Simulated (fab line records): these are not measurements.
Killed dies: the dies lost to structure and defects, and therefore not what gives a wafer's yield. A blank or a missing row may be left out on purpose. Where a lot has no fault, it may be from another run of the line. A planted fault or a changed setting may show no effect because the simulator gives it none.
The tool behind it: which one?    flow nand harc    72 wafers from 24 lots sampled at 6 of the route's 1302 steps

## WHAT EACH GAUGE READ, for each wafer
Not one reading of a measure or inspect step in the record can be checked against a usual standard deviation.

## EACH LOT AND THE TOOL THAT RAN IT (in order: tool; ch and the chambers of the sampled wafers; start)
lot   NHARC_A_CONTACT_CVD_19                    NHARC_A_BLC_PVD_32                       NHARC_A_BLC_CVD_24                        NHARC_A_M0_ETCH_34                  NHARC_A_M1_ANNEAL_31              NHARC_A_M1_PRE_CLEAN_32
L074  cvd w-01 ch 0,1, day 22 13:56 or earlier  pvd sputter-01, day 22 13:56 or earlier  cvd w-01 ch 0,1, day 22 13:56 or earlier  rie diel-01 ch 0,2,3, day 22 13:56  rtp anneal-01 ch 0, day 22 19:32  pecvd-03 ch 0,2, day 22 20:26
L076  cvd w-02 ch 0,1, day 22 21:04 or earlier  pvd sputter-02, day 22 21:04 or earlier  cvd w-02 ch 0,1, day 22 21:04 or earlier  rie diel-01 ch 2,3, day 22 21:04    rtp anneal-01 ch 0, day 23 02:40  pecvd-02 ch 1,2, day 23 03:34
L075  cvd w-01 ch 0,1, day 23 10:08 or earlier  pvd sputter-01, day 23 10:08 or earlier  cvd w-01 ch 0,1, day 23 10:08 or earlier  rie diel-05 ch 0,1,3, day 23 10:08  rtp anneal-02 ch 0, day 23 15:52  pecvd-02 ch 1,2, day 23 16:40
L077  cvd w-02 ch 0,1, day 23 17:30 or earlier  pvd sputter-01, day 23 17:30             cvd w-01 ch 0,1, day 23 19:56 or earlier  rie diel-05 ch 0,2,3, day 23 19:56  rtp anneal-02 ch 0, day 24 01:40  pecvd-03 ch 1,2, day 24 02:28
L078  cvd w-01 ch 0,1, day 23 20:24 or earlier  pvd sputter-02, day 23 20:24 or earlier  cvd w-02 ch 0,1, day 23 20:24 or earlier  rie diel-05 ch 2,3, day 23 20:24    rtp anneal-01 ch 0, day 24 02:11  pecvd-03 ch 0,1,2, day 24 03:05
L079  cvd w-02 ch 0, day 24 02:49 or earlier    pvd sputter-01, day 24 02:49 or earlier  cvd w-02 ch 0,1, day 24 02:49 or earlier  rie diel-02 ch 1,2,3, day 24 02:49  rtp anneal-01 ch 0, day 24 08:39  pecvd-02 ch 0,1, day 24 09:29
L081  cvd w-01 ch 0,1, day 25 17:59 or earlier  pvd sputter-03, day 25 17:59 or earlier  cvd w-01 ch 0,1, day 25 17:59 or earlier  rie diel-05 ch 0,1,2, day 25 17:59  rtp anneal-02 ch 0, day 25 23:52  pecvd-03 ch 1,2, day 26 00:40
L080  cvd w-02 ch 0,1, day 26 06:28 or earlier  pvd sputter-01, day 26 06:28 or earlier  cvd w-01 ch 0,1, day 26 06:28 or earlier  rie diel-02 ch 0,1,3, day 26 06:28  rtp anneal-02 ch 0, day 26 12:16  pecvd-03 ch 0,1,2, day 26 13:09
L083  cvd w-02 ch 0,1, day 26 13:04 or earlier  pvd sputter-01, day 26 13:04 or earlier  cvd w-02 ch 0,1, day 26 13:04 or earlier  rie diel-05 ch 1,2,3, day 26 13:04  rtp anneal-01 ch 0, day 26 18:51  pecvd-02 ch 0,1, day 26 19:43
L082  cvd w-01 ch 0,1, day 26 15:01 or earlier  pvd sputter-03, day 26 15:01 or earlier  cvd w-02 ch 0,1, day 26 15:01 or earlier  rie diel-02 ch 1,2, day 26 15:01    rtp anneal-01 ch 0, day 26 21:01  pecvd-03 ch 0,1,2, day 26 21:50
L084  cvd w-01 ch 0,1, day 26 18:25 or earlier  pvd sputter-01, day 26 18:25 or earlier  cvd w-01 ch 0,1, day 26 18:25 or earlier  rie diel-02 ch 0,1,2, day 26 18:25  rtp anneal-02 ch 0, day 27 00:18  pecvd-02 ch 0,1, day 27 01:05
L085  cvd w-02 ch 0,1, day 27 08:50 or earlier  pvd sputter-02, day 27 08:50 or earlier  cvd w-02 ch 0,1, day 27 08:50 or earlier  rie diel-05 ch 0,1,2, day 27 08:50  rtp anneal-02 ch 0, day 27 14:58  pecvd-02 ch 0,1, day 27 15:51
L086  cvd w-01 ch 0,1, day 27 22:23 or earlier  pvd sputter-01, day 27 22:23 or earlier  cvd w-02 ch 0,1, day 27 22:23 or earlier  rie diel-02 ch 0,3, day 27 22:23    rtp anneal-01 ch 0, day 28 04:10  pecvd-04 ch 0,1,2, day 28 04:56
L087  cvd w-01 ch 0,1, day 27 23:15 or earlier  pvd sputter-03, day 27 23:15 or earlier  cvd w-01 ch 0,1, day 27 23:15 or earlier  rie diel-02 ch 0,1, day 27 23:15    rtp anneal-02 ch 0, day 28 05:32  pecvd-04 ch 0,2, day 28 06:27
L088  cvd w-01 ch 0, day 28 15:56 or earlier    pvd sputter-01, day 28 15:56 or earlier  cvd w-02 ch 0,1, day 28 15:56 or earlier  rie diel-02 ch 0,1,3, day 28 15:56  rtp anneal-02 ch 0, day 28 21:49  pecvd-04 ch 0,1,2, day 28 22:43
L089  cvd w-01 ch 0,1, day 28 20:20 or earlier  pvd sputter-01, day 28 20:20 or earlier  cvd w-02 ch 0,1, day 28 20:20 or earlier  rie diel-05 ch 0,1, day 28 20:20    rtp anneal-02 ch 0, day 29 02:20  pecvd-04 ch 1,2, day 29 03:08
L091  cvd w-01 ch 0,1, day 29 01:48 or earlier  pvd sputter-03, day 29 01:48 or earlier  cvd w-01 ch 0,1, day 29 01:48 or earlier  rie diel-05 ch 0,2,3, day 29 01:48  rtp anneal-02 ch 0, day 29 07:30  pecvd-03 ch 0,1, day 29 08:25
L090  cvd w-01 ch 0,1, day 29 16:34 or earlier  pvd sputter-02, day 29 16:34 or earlier  cvd w-02 ch 0,1, day 29 16:34 or earlier  rie diel-02 ch 0,1,2, day 29 16:34  rtp anneal-02 ch 0, day 29 22:25  pecvd-03 ch 0,1,2, day 29 23:11
L092  cvd w-01 ch 0,1, day 30 04:04 or earlier  pvd sputter-02, day 30 04:04 or earlier  cvd w-02 ch 0,1, day 30 04:04 or earlier  rie diel-01 ch 0,1,3, day 30 04:04  rtp anneal-01 ch 0, day 30 09:53  pecvd-03 ch 1,2, day 30 10:41
L093  cvd w-02 ch 0,1, day 30 16:46 or earlier  pvd sputter-01, day 30 16:46 or earlier  cvd w-02 ch 0,1, day 30 16:46 or earlier  rie diel-02 ch 0,1,2, day 30 16:46  rtp anneal-01 ch 0, day 30 22:43  pecvd-03 ch 0,1,2, day 30 23:34
L094  cvd w-02 ch 0,1, day 31 20:56 or earlier  pvd sputter-03, day 31 20:56 or earlier  cvd w-02 ch 0,1, day 31 20:56 or earlier  rie diel-02 ch 0,1,2, day 31 20:56  rtp anneal-01 ch 0, day 32 02:36  pecvd-02 ch 0,1, day 32 03:30
L096  cvd w-02 ch 0,1, day 32 01:52 or earlier  pvd sputter-03, day 32 01:52 or earlier  cvd w-01 ch 0, day 32 01:52 or earlier    rie diel-02 ch 0,1,3, day 32 01:52  rtp anneal-01 ch 0, day 32 07:50  pecvd-04 ch 0,1,2, day 32 08:41
L097  cvd w-02 ch 0,1, day 32 02:20 or earlier  pvd sputter-01, day 32 02:20 or earlier  cvd w-02 ch 0,1, day 32 02:20 or earlier  rie diel-02 ch 1,3, day 32 02:20    rtp anneal-01 ch 0, day 32 08:37  pecvd-03 ch 1,2, day 32 09:34
L095  cvd w-02 ch 0,1, day 32 04:53 or earlier  pvd sputter-02, day 32 04:53 or earlier  cvd w-01 ch 0, day 32 04:53 or earlier    rie diel-05 ch 0,1, day 32 04:53    rtp anneal-01 ch 0, day 32 10:53  pecvd-04 ch 0,1,2, day 32 11:41
- NHARC_A_CONTACT_CVD_19: deposits W, target thk 300 nm, time 802 s.
- NHARC_A_BLC_PVD_32: deposits Ti, target thk 5 nm, time 17.7 s.
- NHARC_A_BLC_CVD_24: deposits W, target thk 150 nm, time 434 s.
- NHARC_A_M0_ETCH_34: etches the open film in N2/H2, target depth 40 nm, overetch 12 nm, time 43.94 s.
- NHARC_A_M1_ANNEAL_31: time 90 s.
- NHARC_A_M1_PRE_CLEAN_32: time 12 s.

## WHAT THE TOOLS THEMSELVES READ (means of the sampled wafers that have a number; where no wafer has one, the mark that the record gives instead)
NHARC_A_CONTACT_CVD_19.
lot   tool      heater power outer w (W)  heater power w (W)  mfc ar sccm (sccm)  throttle valve pct (%)
L074  cvd w-01  299                       531                 1564                8.18
L076  cvd w-02  233                       451                 1556                7.99
L075  cvd w-01  295                       537                 1563                8.24
L077  cvd w-02  237                       453                 1564                8.00
L078  cvd w-01  288                       534                 1557                8.09
L079  cvd w-02  224                       445                 1556                7.98
L081  cvd w-01  272                       504                 1562                8.22
L080  cvd w-02  232                       450                 1559                7.98
L083  cvd w-02  237                       449                 1562                8.05
L082  cvd w-01  279                       506                 1556                8.29
L084  cvd w-01  286                       506                 1557                8.23
L085  cvd w-02  237                       460                 1564                8.05
L086  cvd w-01  285                       512                 1560                8.21
L087  cvd w-01  284                       513                 1561                8.36
L088  cvd w-01  262                       500                 1556                8.22
L089  cvd w-01  284                       508                 1559                8.33
L091  cvd w-01  288                       511                 1565                8.31
L090  cvd w-01  277                       511                 1556                8.22
L092  cvd w-01  271                       512                 1563                8.29
L093  cvd w-02  240                       443                 1560                7.88
L094  cvd w-02  226                       444                 1555                8.25
L096  cvd w-02  240                       453                 1563                8.00
L097  cvd w-02  224                       439                 1555                8.10
L095  cvd w-02  240                       455                 1565                7.96

NHARC_A_BLC_PVD_32.
lot   tool            throttle valve pct (%)
L074  pvd sputter-01  29.5
L076  pvd sputter-02  30.4
L075  pvd sputter-01  29.8
L077  pvd sputter-01  28.8
L078  pvd sputter-02  28.6
L079  pvd sputter-01  29.7
L081  pvd sputter-03  30.4
L080  pvd sputter-01  29.7
L083  pvd sputter-01  29.3
L082  pvd sputter-03  29.8
L084  pvd sputter-01  30.2
L085  pvd sputter-02  29.5
L086  pvd sputter-01  29.8
L087  pvd sputter-03  30.7
L088  pvd sputter-01  29.0
L089  pvd sputter-01  30.4
L091  pvd sputter-03  30.9
L090  pvd sputter-02  30.1
L092  pvd sputter-02  30.2
L093  pvd sputter-01  29.4
L094  pvd sputter-03  29.9
L096  pvd sputter-03  30.3
L097  pvd sputter-01  29.4
L095  pvd sputter-02  29.9

NHARC_A_BLC_CVD_24.
lot   tool      heater power outer w (W)  heater power w (W)  mfc ar sccm (sccm)  throttle valve pct (%)
L074  cvd w-01  292                       539                 1556                8.20
L076  cvd w-02  233                       448                 1564                7.99
L075  cvd w-01  291                       542                 1558                8.34
L077  cvd w-01  289                       542                 1563                8.33
L078  cvd w-02  233                       438                 1567                7.88
L079  cvd w-02  231                       446                 1554                8.02
L081  cvd w-01  284                       507                 1558                8.22
L080  cvd w-01  275                       502                 1556                8.24
L083  cvd w-02  237                       445                 1561                7.99
L082  cvd w-02  233                       454                 1558                8.18
L084  cvd w-01  275                       503                 1560                8.29
L085  cvd w-02  232                       445                 1564                8.09
L086  cvd w-02  224                       444                 1560                8.14
L087  cvd w-01  288                       509                 1562                8.20
L088  cvd w-02  237                       446                 1560                7.93
L089  cvd w-02  241                       446                 1559                7.85
L091  cvd w-01  286                       504                 1560                8.30
L090  cvd w-02  242                       452                 1560                7.99
L092  cvd w-02  239                       453                 1558                7.89
L093  cvd w-02  223                       442                 1559                8.07
L094  cvd w-02  241                       451                 1559                7.95
L096  cvd w-01  267                       528                 1563                8.14
L097  cvd w-02  223                       439                 1555                8.17
L095  cvd w-01  264                       535                 1564                8.23

NHARC_A_M0_ETCH_34.
lot   tool         chamber pressure mTorr (mTorr)  drypump motor current A (A)  mfc ar sccm (sccm)  oes product au (a.u.)  rf vpp V (V)  showerhead plenum p Torr (Torr)  throttle valve pct (%)
L074  rie diel-01  30.021                          5.7                          0.002               1.001                  430.0         2.02                             14.178
L076  rie diel-01  30.001                          5.5                          0.004               1.014                  429.7         2.00                             14.156
L075  rie diel-05  30.023                          5.7                          0.014               0.997                  429.9         2.02                             14.176
L077  rie diel-05  30.000                          5.5                          0.010               0.998                  430.3         2.03                             14.177
L078  rie diel-05  30.018                          5.4                          0.013               0.983                  429.7         2.02                             14.172
L079  rie diel-02  30.007                          6.0                          0.000               1.000                  427.7         1.93                             14.176
L081  rie diel-05  30.018                          5.7                          0.008               0.999                  431.1         2.06                             14.173
L080  rie diel-02  30.022                          5.8                          0.000               0.998                  428.4         1.94                             14.176
L083  rie diel-05  29.973                          5.7                          0.011               1.002                  431.2         2.05                             14.178
L082  rie diel-02  29.984                          6.1                          0.000               0.999                  426.1         1.92                             14.170
L084  rie diel-02  29.987                          5.9                          0.000               1.001                  427.5         1.93                             14.179
L085  rie diel-05  29.992                          5.7                          0.008               0.999                  430.4         2.06                             14.160
L086  rie diel-02  30.002                          5.8                          0.000               1.005                  428.8         1.95                             14.163
L087  rie diel-02  29.996                          5.9                          0.000               1.011                  427.1         1.93                             14.174
L088  rie diel-02  29.972                          5.9                          0.000               1.007                  427.8         1.94                             14.167
L089  rie diel-05  29.999                          5.7                          0.011               0.993                  430.3         2.02                             14.180
L091  rie diel-05  30.002                          5.4                          0.010               1.002                  429.5         2.03                             14.166
L090  rie diel-02  30.011                          5.9                          0.000               1.000                  426.4         1.93                             14.177
L092  rie diel-01  29.985                          5.7                          0.002               1.010                  428.2         1.99                             14.169
L093  rie diel-02  29.996                          5.9                          0.000               1.006                  427.0         1.93                             14.174
L094  rie diel-02  29.990                          5.9                          0.000               1.000                  427.0         1.93                             14.167
L096  rie diel-02  30.025                          5.9                          0.000               1.016                  426.5         1.94                             14.178
L097  rie diel-02  30.000                          6.0                          0.000               1.000                  426.7         1.92                             14.165
L095  rie diel-05  29.993                          5.7                          0.011               0.997                  430.2         2.02                             14.176

NHARC_A_M1_ANNEAL_31.
lot   tool           anneal temp c max  wafer_temp_C_max
L074  rtp anneal-01  225.86             226.3
L076  rtp anneal-01  225.89             226.2
L075  rtp anneal-02  225.85             225.7
L077  rtp anneal-02  225.54             225.4
L078  rtp anneal-01  225.99             226.1
L079  rtp anneal-01  225.79             225.9
L081  rtp anneal-02  225.62             225.7
L080  rtp anneal-02  225.36             225.7
L083  rtp anneal-01  225.69             225.7
L082  rtp anneal-01  225.83             226.2
L084  rtp anneal-02  225.81             225.7
L085  rtp anneal-02  225.78             225.6
L086  rtp anneal-01  225.83             226.4
L087  rtp anneal-02  225.68             225.8
L088  rtp anneal-02  225.93             225.6
L089  rtp anneal-02  225.40             225.3
L091  rtp anneal-02  225.90             225.6
L090  rtp anneal-02  225.67             225.7
L092  rtp anneal-01  225.86             226.0
L093  rtp anneal-01  225.99             226.1
L094  rtp anneal-01  225.88             226.0
L096  rtp anneal-01  225.92             226.2
L097  rtp anneal-01  226.01             226.1
L095  rtp anneal-01  225.97             226.0

NHARC_A_M1_PRE_CLEAN_32.
lot   tool      heater power outer w (W)  heater power w (W)
L074  pecvd-03  335                       563
L076  pecvd-02  371                       599
L075  pecvd-02  341                       567
L077  pecvd-03  328                       555
L078  pecvd-03  317                       581
L079  pecvd-02  397                       663
L081  pecvd-03  286                       546
L080  pecvd-03  297                       538
L083  pecvd-02  374                       641
L082  pecvd-03  317                       566
L084  pecvd-02  386                       659
L085  pecvd-02  407                       670
L086  pecvd-04  375                       635
L087  pecvd-04  327                       542
L088  pecvd-04  366                       622
L089  pecvd-04  394                       686
L091  pecvd-03  279                       531
L090  pecvd-03  307                       557
L092  pecvd-03  320                       579
L093  pecvd-03  315                       565
L094  pecvd-02  392                       652
L096  pecvd-04  385                       652
L097  pecvd-03  364                       604
L095  pecvd-04  383                       649

## THE ANSWER, worked out from the rows above alone
Rule: usual is defined by the lots themselves. Put in order of their means at a reading, lots are off if they are a third of the lots or fewer, leave a main group of 4 or more, and stand apart from it by a gap of 3 or more times the standard deviation of the main group's means; of several such gaps the widest counts. Not used: any main group whose means are identical at the precision the tables above print for the reading. A lot without any number at a reading at which 4 lots or more have one is off too. Where the step has rows for the other lots, those lots are counted as sound. After the gauges, taken in route order, come the tools' own readings; for these a lot's mean is taken, as printed above. The first step at which some lot is off is used, and at that step the reading that is off furthest; a lot without a number counts as furthest.
No lot is off on any of the readings shown, so nothing can be concluded from this.

## WHAT THE SIMULATOR HAD PUT IN
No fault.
